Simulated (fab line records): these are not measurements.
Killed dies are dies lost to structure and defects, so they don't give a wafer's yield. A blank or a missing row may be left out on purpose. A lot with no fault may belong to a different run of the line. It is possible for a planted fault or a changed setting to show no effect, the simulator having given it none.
A lot that was struck, set against a sound lot / flow nand harc / 14 steps out of a route of 1159
Sound: wafers L493.2, L493.4, L493.6. Struck: wafer L506.6 (left out: L506.2, L506.5 of the same lot, which were not struck); the cause appears at the end.
Each step with rows lists, per side, the tool, then ch with its chambers, then its first start. Under that, the readings that differ: sound wafers / struck wafers / difference of the means / sigmas: that difference in standard deviations of wafers without a fault.
alike: same words and numbers on both sides, and readings whose means sit less than 2 such deviations apart. not compared: any withheld reading, any reading some wafer has no value for, any bound like >300 that may hide the same value, and any number with overlapping values for which the record gives no deviation.
Wherever a step has rows on one side only, a row that says differs or no value, or a row with sigmas, the two part there. Numbers that don't overlap but have no deviation are shown without sigmas and don't part them. A reading missing from all wafers of one side parts the sides only when that side holds two or more wafers.

first, 9 steps without rows for these wafers: NHARC_A_STAIRCASE_DEHYDRATE_01 (time 120 s); NHARC_A_STAIRCASE_HMDS_02 (time 30 s); NHARC_A_STAIRCASE_COAT_03; NHARC_A_STAIRCASE_SOFTBAKE_04 (time 170 s); NHARC_A_STAIRCASE_EBR_05; NHARC_A_STAIRCASE_EXPOSE_06 (exposes mask STAIR); NHARC_A_STAIRCASE_PEB_07 (peb time 130 s); NHARC_A_STAIRCASE_DEVELOP_08 (time 140 s); NHARC_A_STAIRCASE_HARDBAKE_10 (time 140 s).
NHARC_A_STAIRCASE_DESCUM_11: chemistry O2, time 3 s.
  sound on rie diel-01 ch 1,2, day 11 10:17; struck on rie diel-01 ch 0, day 15 03:25
  alike: drypump motor current A, oes product au, rf vpp V, showerhead plenum p Torr, throttle valve pct
  not compared: rf hours counter h
NHARC_A_STAIRCASE_TRIM_12: chemistry O2, time 211.2 s.
  sound on rie diel-01 ch 0,2, day 11 10:23; struck on rie diel-01 ch 3, day 15 03:31
reading=drypump motor current A (A); sound=6.6 5.7 6.6; struck=4.9; difference=-1.4; sigmas=-2
  alike: oes product au, rf vpp V, showerhead plenum p Torr, throttle valve pct
  not compared: rf hours counter h
NHARC_A_STAIRCASE_ETCH_13: etches the open film in C4F8/O2, target depth 100 nm, time 40.5 s.
  sound on rie diel-01 ch 0,1,3, day 11 10:32; struck on rie diel-01 ch 2, day 15 03:39
reading=oes product au (a.u.); sound=0.943 0.956 0.927; struck=1.126; difference=+0.184; sigmas=+11
  alike: rf vpp V
  not compared: rf hours counter h
NHARC_A_STAIRCASE_TRIM_14: chemistry O2, time 211.2 s.
  sound on rie diel-01 ch 0,1; struck on rie diel-01 ch 3
reading=drypump motor current A (A); sound=5.2 6.6 6.6; struck=4.8; difference=-1.3; sigmas=-2
  alike: oes product au, rf vpp V, showerhead plenum p Torr, throttle valve pct
  not compared: rf hours counter h
-- record jumps: 10 days between struck wafers' starts before vs after; left off in module A_STAIRCASE, resumes in module END, first step shown is number 1159 of the route --
NHARC_END_SORT_01:
  here the record holds rows for the struck wafers (prober-01 ch 0, day 24 22:07) but none for the sound ones

WHERE THEY PART
Last at NHARC_END_SORT_01 as far as this record goes, first at NHARC_A_STAIRCASE_TRIM_12.

WHY: the cause the simulator had injected
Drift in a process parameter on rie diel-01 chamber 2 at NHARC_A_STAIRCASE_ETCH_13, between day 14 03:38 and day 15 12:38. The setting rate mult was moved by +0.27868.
